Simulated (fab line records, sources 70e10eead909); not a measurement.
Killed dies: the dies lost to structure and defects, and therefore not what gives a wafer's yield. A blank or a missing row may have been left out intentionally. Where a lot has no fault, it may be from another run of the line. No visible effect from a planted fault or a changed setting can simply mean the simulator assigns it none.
fab line records ; flow nand-harc
record: lots: 6; wafers: 18; last-day: 24
route steps=1159 shown A_SLIT@797 A_SIN_REMOVE@804 A_WL_FILL@809
lots that met no fault: from a run of the same line without faults
start-h: the number of hours between the record's first day and the start of the first shown wafer of the lot ; wait-h: how many hours have passed since the lot's step before this one ; " same as the row above ; L1.1+2: a row that stands for several wafers ; - no value, or no start was given ; * or withheld: withheld ; < > ~ a bound
route shown NAME@n: a module of which the file shows steps, and the number in the route of the first ; usual: mean and standard deviation over wafers with no fault ; same: alike in all rows ; chamber/n: place in a boat ; sites: each site's reading ; _std_site: their standard deviation ; _edge_site: mean of outer sites minus mean of inner sites ; radius-mm: how far each site lies from the wafer's centre ; mask NAME#n: copy n ; behind: the tool/chamber that last shaped the wafer ; hold: what put the lot on hold/how long, in hours/how the hold closed ; device: the n, p or np transistor that did not switch ; end of line: at the end of the route, the tests of the same wafers ; step lacking rows: just its recipe ; killed: count of dies lost to structure and defects at first sort (not the wafer's yield) ; map: per-die view of a wafer (x killed, . not killed, _ where there is no die)
set.NAME: the run value of the setting; set.NAME@STEP: its run value at that earlier step ; model.NAME: the simulator's own value behind a step, which no gauge read
lots at some steps of the route; a table a step, a row a wafer
services: from which hour (start-h, from the record's first day; less than 0 if before it) a tool's chamber was out of use, for how many hours, and why
== steps ==
step: NHARC_A_SLIT_ETCH_26
recipe: bias-v: 400; source-w: 2000; pressure-mtorr: 25; time-s: 90; ar-flow-sccm: 375; c4f8-flow-sccm: 41.7; o2-flow-sccm: 83.3; target-depth-a: 4000; chemistry: C4F8/O2/Ar
usual: drypump-motor-current-A: 5.7/0.39; he-backside-leak-sccm: 5.4/0.41; showerhead-plenum-p-Torr: 3.71/0.098; throttle-valve-pct: 27.618/0.0086
lot.wafer;tool;chamber;start-h;wait-h;drypump-motor-current-A;he-backside-leak-sccm;rf-hours-counter-h;showerhead-plenum-p-Torr;throttle-valve-pct
L829.1;har-etch-02;0;315.88;1.2;5.1;5.2;172;3.72;27.602
L829.5;har-etch-02;0;315.88;1.2;5.1;5.1;-;3.72;27.624
L829.6;har-etch-02;1;315.88;1.2;6.1;5.5;-;3.78;27.619
L830.1;har-etch-02;1;334.89;1.2;6.1;5.4;183;3.78;27.619
L830.2;har-etch-02;0;334.89;1.2;5.1;5.3;183;3.71;27.614
L830.6;har-etch-02;0;334.89;1.2;5.1;5.0;-;3.71;27.633
L842.2;har-etch-01;0;402.26;1.0;5.7;5.4;35;3.56;27.624
L842.3;har-etch-01;1;402.26;1.0;6.0;5.6;-;3.82;27.601
L842.4;har-etch-01;0;402.26;1.0;5.7;5.3;-;3.56;27.605
L841.2;har-etch-02;1;402.27;1.2;6.0;5.7;217;3.76;27.625
L841.3;har-etch-02;1;402.27;1.2;6.0;5.6;-;3.76;27.622
L841.6;har-etch-02;0;402.27;1.2;5.1;5.4;-;3.69;27.616
L850.4;har-etch-01;0;459.24;0.8;5.7;4.5;-;3.54;27.625
L850.3;har-etch-01;1;459.24;0.8;6.0;6.0;-;3.80;27.618
L850.6;har-etch-01;0;459.24;0.8;5.7;4.9;-;3.55;27.623
L849.1;har-etch-02;1;460.69;1.0;6.0;5.7;238;3.75;27.611
L849.3;har-etch-02;0;460.69;1.0;5.1;5.6;-;3.68;27.628
L849.6;har-etch-02;1;460.69;1.0;6.1;5.4;-;3.75;27.625
step: NHARC_A_SLIT_STRIP_28
recipe: o2-flow-sccm: 400; cos-flow-sccm: 20; ar-flow-sccm: 0; bias-w: 0; chemistry: O2/COS
step: NHARC_A_SLIT_ETCH_29
recipe: target-depth-a: 1000; overetch-a: 100; time-s: 55; ion-energy-ev: 100; cf4-flow-sccm: 80; o2-flow-sccm: 20; ar-flow-sccm: 0; rf-w: 300; bias-w: 100; chemistry: CF4/O2
usual: drypump-motor-current-A: 6.0/0.42; oes_f_703_au: 1.000/0.005; oes-product-au: 1.001/0.0093; rf-vpp-V: 198.2/1.3; showerhead-plenum-p-Torr: 1.35/0.051; throttle-valve-pct: 13.399/0.0086
lot.wafer;tool;chamber;start-h;wait-h;drypump-motor-current-A;oes_f_703_au;oes-product-au;rf-hours-counter-h;rf-vpp-V;showerhead-plenum-p-Torr;throttle-valve-pct
L829.1;rie-diel-04;1;316.50;0.1;6.3;0.995;0.994;3;198.6;1.36;13.404
L829.5;rie-diel-04;0;316.50;0.1;6.1;0.999;1.025;-;198.0;1.36;13.410
L829.6;rie-diel-04;1;316.50;0.1;6.3;0.999;1.003;-;199.4;1.36;13.395
L830.2;rie-diel-11;0;335.50;0.1;6.0;1.001;1.010;9;199.4;1.40;13.395
L830.1;rie-diel-11;1;335.50;0.1;6.6;1.003;1.018;9;196.9;1.26;13.390
L830.6;rie-diel-11;1;335.50;0.1;6.6;1.000;1.014;-;194.9;1.26;13.398
L842.4;rie-diel-11;2;402.85;0.1;5.9;0.995;0.989;2;196.5;1.34;13.393
L842.3;rie-diel-11;3;402.85;0.1;5.1;0.997;0.997;3;200.6;1.43;13.395
L842.2;rie-diel-11;0;402.85;0.1;6.0;1.004;0.984;2;199.0;1.40;13.385
L841.3;rie-diel-04;0;402.92;0.1;6.1;1.004;1.007;9;198.3;1.36;13.408
L841.2;rie-diel-04;1;402.92;0.1;6.3;1.001;1.001;9;198.4;1.36;13.407
L841.6;rie-diel-04;1;402.92;0.1;6.3;0.995;0.989;-;197.2;1.36;13.404
L850.3;rie-diel-04;2;459.81;0.1;6.2;1.003;0.995;11;198.1;1.34;13.402
L850.4;rie-diel-04;1;459.81;0.1;6.3;1.000;0.995;-;198.7;1.36;13.394
L850.6;rie-diel-04;0;459.81;0.1;6.1;0.995;1.004;-;199.0;1.36;13.407
L849.1;rie-diel-11;3;461.27;0.1;5.1;1.005;1.000;6;198.7;1.43;13.426
L849.3;rie-diel-11;0;461.27;0.1;6.0;0.993;0.995;5;199.5;1.40;13.382
L849.6;rie-diel-11;2;461.27;0.1;5.9;0.996;0.972;-;199.6;1.34;13.384
step: NHARC_A_SLIT_STRIP_18
recipe: o2-flow-sccm: 500; ar-flow-sccm: 0; bias-w: 0; chemistry: O2
usual: drypump-motor-current-A: 6.0/0.43; oes-product-au: 1.001/0.0094; rf-vpp-V: 58.0/0.85; showerhead-plenum-p-Torr: 3.58/0.13; throttle-valve-pct: 17.037/0.0092
lot.wafer;tool;chamber;start-h;wait-h;drypump-motor-current-A;oes-product-au;rf-hours-counter-h;rf-vpp-V;showerhead-plenum-p-Torr;throttle-valve-pct
L829.1;rie-diel-04;3;-;-;6.2;0.997;3;57.2;3.62;17.041
L829.6;rie-diel-04;2;-;-;6.3;0.993;-;57.9;3.54;17.044
L829.5;rie-diel-04;3;-;-;6.2;1.002;-;58.8;3.62;17.037
L830.1;rie-diel-11;0;-;-;6.0;1.000;9;57.9;3.70;17.022
L830.2;rie-diel-11;1;-;-;6.6;1.009;9;56.2;3.34;17.040
L830.6;rie-diel-11;0;-;-;6.0;1.002;-;58.2;3.70;17.047
L842.2;rie-diel-11;0;-;-;6.1;0.993;2;58.3;3.69;17.044
L842.3;rie-diel-11;2;-;-;5.9;0.996;2;58.0;3.54;17.024
L842.4;rie-diel-11;3;-;-;5.1;1.000;3;58.7;3.77;17.034
L841.3;rie-diel-04;0;-;-;6.1;1.003;9;58.0;3.60;17.036
L841.2;rie-diel-04;1;-;-;6.3;1.000;9;56.8;3.59;17.014
L841.6;rie-diel-04;1;-;-;6.3;1.001;-;58.7;3.59;17.023
L850.3;rie-diel-04;1;-;-;6.3;0.994;13;59.4;3.59;17.050
L850.4;rie-diel-04;1;-;-;6.3;0.993;-;57.2;3.59;17.038
L850.6;rie-diel-04;0;-;-;6.1;1.010;-;59.0;3.60;17.015
L849.3;rie-diel-11;1;-;-;6.6;1.005;5;56.5;3.34;17.034
L849.1;rie-diel-11;2;-;-;5.9;0.990;6;57.8;3.54;17.034
L849.6;rie-diel-11;3;-;-;5.1;1.001;-;57.6;3.76;17.035
step: NHARC_A_SLIT_PRECLEAN_19
recipe: time-s: *; temp-c: 50; bath-age-min: 0; chemistry: SC1
step: NHARC_A_SLIT_SRD_20
step: NHARC_A_SLIT_CD_MEAS_21
usual: cd-nm: 289.7/0.88
lot.wafer;tool;chamber;start-h;wait-h;cd-nm
L829.1;cd-sem-02;-;317.02;-;291.8
L829.5;cd-sem-02;-;317.02;-;291.3
L829.6;cd-sem-02;-;317.02;-;290.9
L830.1;cd-sem-02;-;336.03;-;289.0
L830.2;cd-sem-02;-;336.03;-;289.1
L830.6;cd-sem-02;-;336.03;-;289.2
L842.2;cd-sem-03;-;403.38;-;289.1
L842.3;cd-sem-03;-;403.38;-;290.7
L842.4;cd-sem-03;-;403.38;-;288.7
L841.2;cd-sem-03;-;403.51;-;290.5
L841.3;cd-sem-03;-;403.51;-;289.3
L841.6;cd-sem-03;-;403.51;-;290.9
L850.3;cd-sem-03;-;460.41;-;290.8
L850.4;cd-sem-03;-;460.41;-;291.0
L850.6;cd-sem-03;-;460.41;-;290.0
L849.1;cd-sem-02;-;461.80;-;290.5
L849.3;cd-sem-02;-;461.80;-;289.4
L849.6;cd-sem-02;-;461.80;-;289.8
step: NHARC_A_SIN_REMOVE_WET_00
recipe: temp-c: 160; time-s: 15300; chemistry: H3PO4
step: NHARC_A_SIN_REMOVE_PRECLEAN_01
recipe: time-s: *; temp-c: 50; bath-age-min: 0; chemistry: SC1
step: NHARC_A_SIN_REMOVE_SRD_02
step: NHARC_A_SIN_REMOVE_INSPECT_04
usual: raw-defect-count: 293/69
lot.wafer;tool;chamber;start-h;wait-h;raw-defect-count
L829.1;defect-inspect-01;-;324.79;0.0;290
L829.5;defect-inspect-01;-;324.79;0.0;217
L829.6;defect-inspect-01;-;324.79;0.0;350
L830.1;defect-inspect-02;-;343.76;0.0;433
L830.2;defect-inspect-02;-;343.76;0.0;341
L830.6;defect-inspect-02;-;343.76;0.0;306
L842.2;defect-inspect-02;-;411.05;0.0;279
L842.3;defect-inspect-02;-;411.05;0.0;390
L842.4;defect-inspect-02;-;411.05;0.0;268
L841.2;defect-inspect-01;-;411.05;0.0;395
L841.3;defect-inspect-01;-;411.05;0.0;213
L841.6;defect-inspect-01;-;411.05;0.0;236
L850.3;defect-inspect-01;-;468.58;0.0;268
L850.4;defect-inspect-01;-;468.58;0.0;333
L850.6;defect-inspect-01;-;468.58;0.0;251
L849.1;defect-inspect-02;-;468.62;0.0;438
L849.3;defect-inspect-02;-;468.62;0.0;322
L849.6;defect-inspect-02;-;468.62;0.0;362
step: NHARC_A_WL_FILL_ALD_00
recipe: target-thk-a: 30; pulse-time-s: 3; ald-cycles: 30; temp-c: 300; material: Al2O3
usual: ald-cycles: 30/0; heater-power-outer-w: 267/27; heater-power-w: 475/37; precursor-pulse-height-rel: 1.001/0.02
lot.wafer;tool;chamber;start-h;wait-h;ald-cycles;heater-power-outer-w;heater-power-w;precursor-pulse-height-rel
L829.1;ald-hk-02;0;326.59;1.8;30;243;449;1.020
L829.6;ald-hk-02;0;326.59;1.8;30;244;449;1.003
L829.5;ald-hk-02;1;326.59;1.8;30;241;448;1.019
L830.2;ald-hk-01;2;343.88;0.1;30;230;441;1.009
L830.1;ald-hk-01;3;343.88;0.1;30;292;489;0.991
L830.6;ald-hk-01;0;343.88;0.1;30;246;432;1.026
L842.3;ald-hk-02;1;411.11;0.1;-;-;-;-
L842.2;ald-hk-02;2;411.11;0.1;-;-;-;-
L842.4;ald-hk-02;0;411.11;0.1;-;-;-;-
L841.3;ald-hk-02;1;411.30;0.3;-;-;-;-
L841.2;ald-hk-02;2;411.30;0.3;-;-;-;-
L841.6;ald-hk-02;0;411.30;0.3;-;-;-;-
L850.3;ald-hk-02;2;468.64;0.1;30;248;448;0.977
L850.4;ald-hk-02;0;468.64;0.1;30;252;475;1.007
L850.6;ald-hk-02;3;468.64;0.1;30;296;495;0.969
L849.1;ald-hk-02;0;468.86;0.2;30;254;466;0.952
L849.3;ald-hk-02;1;468.86;0.2;30;243;442;0.993
L849.6;ald-hk-02;2;468.86;0.2;30;250;462;0.991
step: NHARC_A_WL_FILL_RTA_01
recipe: temp-c: 1000; time-s: 5
usual: lamp-power-pct: 27.2/2.6; lamp_zone_1_pct: 27.2/2.6; lamp_zone_4_pct: 27.2/2.6; wafer_temp_C_max: 1005.5/1.9
lot.wafer;tool;chamber;start-h;wait-h;lamp-power-pct;lamp_zone_1_pct;lamp_zone_4_pct;wafer_temp_C_max
L829.1;rtp-anneal-02;0;326.85;-;24.6;24.6;24.6;1004.2
L829.5;rtp-anneal-02;0;326.85;-;24.6;24.6;24.6;1004.5
L829.6;rtp-anneal-02;0;326.85;-;24.6;24.6;24.6;1003.5
L830.1;rtp-anneal-01;0;344.09;-;29.7;29.7;29.7;1007.9
L830.2;rtp-anneal-01;0;344.09;-;29.8;29.7;29.7;1006.6
L830.6;rtp-anneal-01;0;344.09;-;29.7;29.7;29.7;1005.8
L842.2;rtp-anneal-01;0;411.40;0.2;29.8;29.7;29.7;1007.0
L842.3;rtp-anneal-01;0;411.40;0.2;29.7;29.7;29.8;1006.0
L842.4;rtp-anneal-01;0;411.40;0.2;29.7;29.8;29.7;1006.2
L841.2;rtp-anneal-01;0;411.57;0.2;29.8;29.7;29.7;1006.2
L841.3;rtp-anneal-01;0;411.57;0.2;29.7;29.7;29.8;1006.7
L841.6;rtp-anneal-01;0;411.57;0.2;29.8;29.8;29.8;1006.8
L850.3;rtp-anneal-02;0;469.03;-;24.6;24.6;24.6;1004.8
L850.4;rtp-anneal-02;0;469.03;-;24.6;24.6;24.6;1004.3
L850.6;rtp-anneal-02;0;469.03;-;24.5;24.6;24.6;1005.5
L849.1;rtp-anneal-02;0;469.14;-;24.6;24.7;24.6;1004.7
L849.3;rtp-anneal-02;0;469.14;-;24.6;24.6;24.6;1004.0
L849.6;rtp-anneal-02;0;469.14;-;24.6;24.6;24.6;1004.3
== services ==
tool;chamber;start-h;hours;kind
rie-diel-11;0;296.53;-;clean
rie-diel-11;1;296.53;-;clean
rie-diel-11;2;296.53;-;clean
rie-diel-11;3;296.53;-;clean
rie-diel-04;0;297.92;-;clean
rie-diel-04;1;297.92;-;clean
rie-diel-04;2;297.92;-;clean
rie-diel-04;3;297.92;-;clean
rtp-anneal-02;-;300.13;12.0;pm
har-etch-01;-;305.00;17.0;pm
rie-diel-04;2;310.00;5.4;repair
rie-diel-11;0;321.03;-;clean
rie-diel-11;1;321.03;-;clean
rie-diel-11;2;321.03;-;clean
rie-diel-11;3;321.03;-;clean
rie-diel-04;0;322.57;-;clean
rie-diel-04;1;322.57;-;clean
rie-diel-11;-;366.50;9.0;pm
rie-diel-04;0;374.74;6.6;repair
rie-diel-04;3;389.28;15.7;repair
ald-hk-01;-;406.00;10.0;pm
rie-diel-04;3;444.79;35.0;repair
ald-hk-02;-;458.27;10.0;pm
rie-diel-04;-;465.92;9.0;pm
== key ==
first-sign: step: NHARC_A_WL_FILL_ALD_00; reading: tool-record; direction: missing
effect none on later readings
met-at NHARC_A_WL_FILL_ALD_00
struck-wafers L841.2,L841.3,L841.6,L842.2,L842.3,L842.4
later-rows-left-out L841.2,L841.3,L841.6,L842.2,L842.3,L842.4
sort-left-out L841.2,L841.3,L841.6,L842.2,L842.3,L842.4
tester-left-out L841,L842
onset-between 326.59 411.11
fault: kind: skipped-step-whole; tool: ald-hk-02; chamber: -; onset-h: 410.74; steps: NHARC_A_WL_FILL_ALD_00; scope: struck-lots-only
tester-left-out: of these lots the tester's yield and bins aren't shown, on N5 and GAA mostly nor the transistor test; their killed dies are dies lost to structure and defects alone, not to doping, threshold or leakage, so they don't give the yield
sort-left-out: the simulated sort isn't trusted on such a fault, so these wafers' sort isn't shown, and their yield isn't known
later-rows-left-out: the simulator's readings of these wafers behind a module that went badly wrong aren't trusted and aren't shown, but for the sort
